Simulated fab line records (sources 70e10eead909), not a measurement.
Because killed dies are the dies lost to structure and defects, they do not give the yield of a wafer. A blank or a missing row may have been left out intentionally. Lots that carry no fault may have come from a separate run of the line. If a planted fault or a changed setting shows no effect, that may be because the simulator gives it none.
The tool behind it: which one? | flow nandHarc | 33 wafers from 11 lots sampled at 6 of the route's 1159 steps

WHAT THE GAUGES SHOWED, per wafer
NHARC_END_SORT_01. Usual: defectLimitedYield 95.6 %, standard deviation 1.3; killedAtArray 26, standard deviation 8.6; killedAtOther 0.7, standard deviation 0.97; killedAtPeriphery 3.2, standard deviation 2.2; killedDies 30, standard deviation 8.9; killedOpen 3.1, standard deviation 1.8; killedShort 2.2, standard deviation 1.8; sort_bin_2_pct 1.4 %, standard deviation 0.58; sort_bin_3_pct 0.24 %, standard deviation 0.18; sort_bin_4_pct 2.8 %, standard deviation 0.9; sortNPass 647, standard deviation 8.9; sortRimYieldPct 95.5 %, standard deviation 2.5; sortYieldPct 95.6 %, standard deviation 1.3.
lot  | measured     | on        | defectLimitedYield (%) | killedAtArray | killedAtOther | killedAtPeriphery | killedDies | killedOpen | killedShort | sort_bin_2_pct (%) | sort_bin_3_pct (%) | sort_bin_4_pct (%) | sortNPass   | sortRimYieldPct (%) | sortYieldPct (%) | flag
L338 | day 25 06:07 | prober-02 | 96.8 96.0 96.8         | 19 21 22      | 1 0 0         | 2 6 0             | 22 27 22   | 1 0 4      | 2 4 1       | 1.0 0.7 0.4        | 0.30 0.74 0.15     | 1.9 2.5 2.7        | 655 650 655 | 97.2 98.1 98.1      | 96.8 96.0 96.8   | 

EACH LOT AND THE TOOL THAT RAN IT (in order: tool; ch and the chambers of the sampled wafers; start)
lot  | NHARC_P_M2_ETCH_35                | NHARC_P_M2_ETCH_15                           | NHARC_P_M2_PVD_20                      | NHARC_P_M2_ECD_22             | NHARC_P_M2_CMP_23
L318 | rieDiel-03 ch 1,2,3, day 6 14:43  | rieDiel-03 ch 0,2, day 6 16:01 or earlier    | pvdSputter-01, day 6 16:01 or earlier  | ecdCu-02 ch 0,1, day 6 16:01  | cmp-01 ch 0,1,2, day 6 16:45
L319 | rieDiel-03 ch 1,2,3, day 6 15:41  | rieDiel-03 ch 0,2, day 6 16:58 or earlier    | pvdSputter-02, day 6 16:58 or earlier  | ecdCu-02 ch 0,1, day 6 16:58  | cmp-02 ch 0,1,3, day 6 17:43
L322 | rieDiel-07 ch 0,1,2, day 7 04:10  | rieDiel-07 ch 0,1,3, day 7 05:31 or earlier  | pvdSputter-01, day 7 05:31 or earlier  | ecdCu-02 ch 0,1, day 7 05:31  | cmp-02 ch 1,2,3, day 7 06:14
L324 | rieDiel-03 ch 1,2, day 7 15:33    | rieDiel-03 ch 1,2,3, day 7 16:56 or earlier  | pvdSputter-01, day 7 16:56 or earlier  | ecdCu-02 ch 0,1, day 7 16:56  | cmp-04 ch 1,2,3, day 7 17:35
L323 | rieDiel-03 ch 2,3, day 7 18:51    | rieDiel-03 ch 0,1, day 7 20:08 or earlier    | pvdSputter-02, day 7 20:08 or earlier  | ecdCu-01 ch 0,1, day 7 20:08  | cmp-02 ch 0,3, day 7 20:53
L326 | rieDiel-03 ch 0,2,3, day 8 01:16  | rieDiel-03 ch 0,1,2, day 8 03:05 or earlier  | pvdSputter-01, day 8 03:05 or earlier  | ecdCu-01 ch 0,1, day 8 03:05  | cmp-02 ch 1,2, day 8 03:49
L327 | rieDiel-03 ch 0,1,2, day 8 15:59  | rieDiel-03 ch 0,1,3, day 8 17:17 or earlier  | pvdSputter-01, day 8 17:17 or earlier  | ecdCu-01 ch 0,1, day 8 17:17  | cmp-02 ch 0,2,3, day 8 18:02
L328 | rieDiel-03 ch 0,1,2, day 8 17:25  | rieDiel-03 ch 0,2,3, day 8 18:50 or earlier  | pvdSputter-02, day 8 18:50 or earlier  | ecdCu-01 ch 0,1, day 8 18:50  | cmp-01 ch 0,1,2, day 8 19:35
L330 | rieDiel-03 ch 0,1,3, day 9 14:39  | rieDiel-03 ch 1,2,3, day 9 15:59 or earlier  | pvdSputter-02, day 9 15:59 or earlier  | ecdCu-02 ch 0,1, day 9 15:59  | cmp-04 ch 0,2,3, day 9 16:43
L338 | rieDiel-03 ch 0,2, day 11 19:32   | rieDiel-03 ch 0,2, day 11 20:56 or earlier   | pvdSputter-03, day 11 20:56 or earlier | ecdCu-02 ch 0,1, day 11 20:56 | cmp-01 ch 0,1,2, day 11 21:35
L339 | rieDiel-03 ch 0,2,3, day 11 20:22 | rieDiel-03 ch 1,2,3, day 11 21:39 or earlier | pvdSputter-03, day 11 21:39 or earlier | ecdCu-02 ch 0,1, day 11 21:39 | cmp-02 ch 0,2,3, day 11 22:25
- NHARC_P_M2_ETCH_35: etches the open film in N2/H2, target depth 40 nm, overetch 12 nm, time 43.94 s.
- NHARC_P_M2_ETCH_15: etches the open film in C4F8/Ar, target depth 182.5 nm, time 91.2 s.
- NHARC_P_M2_PVD_20: deposits TaN, target thk 5 nm, time 8.06 s.
- NHARC_P_M2_ECD_22: material Cu, target thk 400 nm.
- NHARC_P_M2_CMP_23: polishes, t overpolish 20 s, target thk 144.3 nm.

WHAT THE TOOLS THEMSELVES READ (means of the sampled wafers that have a number; where no wafer has one, the mark that the record gives instead)
NHARC_P_M2_ETCH_35. Usual: chamberPressureMTorr 30.00 mTorr, standard deviation 0.038; drypumpMotorCurrentA 5.8 A, standard deviation 0.37; oesProductAu 1.005 a.u., standard deviation 0.0065; rfVppV 429.9 V, standard deviation 2.5; showerheadPlenumPTorr 2.02 Torr, standard deviation 0.087; throttleValvePct 14.171 %, standard deviation 0.0099.
lot  | tool       | chamberPressureMTorr (mTorr) | drypumpMotorCurrentA (A) | oesProductAu (a.u.) | rfVppV (V) | showerheadPlenumPTorr (Torr) | throttleValvePct (%) | flag
L318 | rieDiel-03 | 29.96                        | 6.0                      | 1.004               | 429.0      | 1.99                         | 14.169               | 
L319 | rieDiel-03 | 29.99                        | 6.0                      | 1.008               | 429.9      | 1.99                         | 14.171               | 
L322 | rieDiel-07 | 30.00                        | 5.4                      | 1.008               | 430.5      | 2.06                         | 14.171               | 
L324 | rieDiel-03 | 30.01                        | 5.8                      | 1.013               | 429.6      | 1.97                         | 14.158               | 
L323 | rieDiel-03 | 29.99                        | 6.1                      | 1.009               | 432.2      | 2.06                         | 14.174               | 
L326 | rieDiel-03 | 29.99                        | 5.9                      | 1.008               | 430.0      | 2.05                         | 14.174               | 
L327 | rieDiel-03 | 30.01                        | 5.7                      | 1.004               | 429.6      | 2.02                         | 14.170               | 
L328 | rieDiel-03 | 29.99                        | 5.7                      | 1.012               | 430.5      | 2.02                         | 14.177               | 
L330 | rieDiel-03 | 29.98                        | 5.8                      | 0.996               | 428.3      | 1.98                         | 14.175               | 
L338 | rieDiel-03 | 29.99                        | 5.8                      | 1.005               | 431.6      | 2.09                         | 14.177               | 
L339 | rieDiel-03 | 29.98                        | 5.9                      | 1.006               | 430.7      | 2.05                         | 14.175               | 

NHARC_P_M2_ETCH_15. Usual: chamberPressureMTorr 24.997 mTorr, standard deviation 0.023; oesProductAu 0.956 a.u., standard deviation 0.022; rfVppV 440.2 V, standard deviation 2.7.
lot  | tool       | chamberPressureMTorr (mTorr) | oesProductAu (a.u.) | rfVppV (V) | flag
L318 | rieDiel-03 | 24.998                       | 0.972               | 442.4      | 
L319 | rieDiel-03 | 25.014                       | 0.950               | 443.0      | 
L322 | rieDiel-07 | 25.018                       | 0.924               | 441.1      | 
L324 | rieDiel-03 | 25.012                       | 0.974               | 439.2      | 
L323 | rieDiel-03 | 24.999                       | 0.931               | 438.4      | 
L326 | rieDiel-03 | 25.005                       | 0.935               | 441.1      | 
L327 | rieDiel-03 | 25.004                       | 0.980               | 440.3      | 
L328 | rieDiel-03 | 24.991                       | 0.977               | 441.3      | 
L330 | rieDiel-03 | 25.010                       | 0.926               | 440.3      | 
L338 | rieDiel-03 | 25.002                       | 0.969               | 441.7      | 
L339 | rieDiel-03 | 24.976                       | 0.962               | 439.7      | 

NHARC_P_M2_PVD_20. Usual: biasV 168.5 V, standard deviation 1.8; chamberPressurePa 0.11998 Pa, standard deviation 0.00023; throttleValvePct 30.2 %, standard deviation 0.96.
lot  | tool          | biasV (V) | chamberPressurePa (Pa) | throttleValvePct (%) | flag
L318 | pvdSputter-01 | 169.0     | 0.11988                | 30.5                 | 
L319 | pvdSputter-02 | 169.1     | 0.11999                | 29.5                 | 
L322 | pvdSputter-01 | 168.1     | 0.12014                | 30.5                 | 
L324 | pvdSputter-01 | 171.0     | 0.12025                | 30.8                 | 
L323 | pvdSputter-02 | 168.1     | 0.11993                | 30.0                 | 
L326 | pvdSputter-01 | 168.3     | 0.12005                | 30.6                 | 
L327 | pvdSputter-01 | 166.7     | 0.11999                | 30.2                 | 
L328 | pvdSputter-02 | 168.2     | 0.12007                | 29.8                 | 
L330 | pvdSputter-02 | 167.5     | 0.11999                | 29.9                 | 
L338 | pvdSputter-03 | 168.0     | 0.11987                | 30.6                 | 
L339 | pvdSputter-03 | 168.5     | 0.11982                | 29.9                 | 

NHARC_P_M2_CMP_23. Usual: motorCurrentA 12.4 A, standard deviation 1.4; timeToEndpointS 29.0 s, standard deviation 2.
lot  | tool   | motorCurrentA (A) | timeToEndpointS (s) | flag
L318 | cmp-01 | 13.5              | 28.4                | 
L319 | cmp-02 | 12.1              | 29.1                | 
L322 | cmp-02 | 11.8              | 28.6                | 
L324 | cmp-04 | 12.1              | 33.3                | 
L323 | cmp-02 | 12.1              | 27.8                | 
L326 | cmp-02 | 11.5              | 27.1                | 
L327 | cmp-02 | 11.3              | 28.0                | 
L328 | cmp-01 | 13.7              | 36.4                | OFF
L330 | cmp-04 | 12.3              | 27.1                | 
L338 | cmp-01 | 13.1              | 29.2                | 
L339 | cmp-02 | 11.3              | 30.4                | 

THE ANSWER, worked out from the rows above alone
Rule: a lot is off if the mean of its wafers that have a number lies more than 3 standard deviations from the usual mean. A lot without any number at a reading at which 4 lots or more have one is off too. Any other lot the step has rows for is counted as sound. First the gauges in route order, then the tools' own readings, where a lot's mean is used as printed above. At the first step where some lot is off, the reading lying furthest off is the one used; lots without a number count as furthest.
Off at NHARC_P_M2_CMP_23 (timeToEndpointS): L328.
If a tool, at that step or one of the process steps before it, ran each lot that is off and ran no sound lot following the first of them, it fits. With no start given for some of its lots, NHARC_P_M2_ETCH_15 uses the hours and lot order of NHARC_P_M2_ECD_22. With no start given for some of its lots, NHARC_P_M2_PVD_20 uses the hours and lot order of NHARC_P_M2_ECD_22. One fits: NHARC_P_M2_ECD_22 on ecdCu-01. Its last sound lot is L327 (day 8 17:17), its first lot that is off L328 (day 8 18:50): a fault that began between those two fits.

WHAT HAD BEEN PUT IN BY THE SIMULATOR
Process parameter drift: ecdCu-01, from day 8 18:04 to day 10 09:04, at NHARC_P_M2_ECD_22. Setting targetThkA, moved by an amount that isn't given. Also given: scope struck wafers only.
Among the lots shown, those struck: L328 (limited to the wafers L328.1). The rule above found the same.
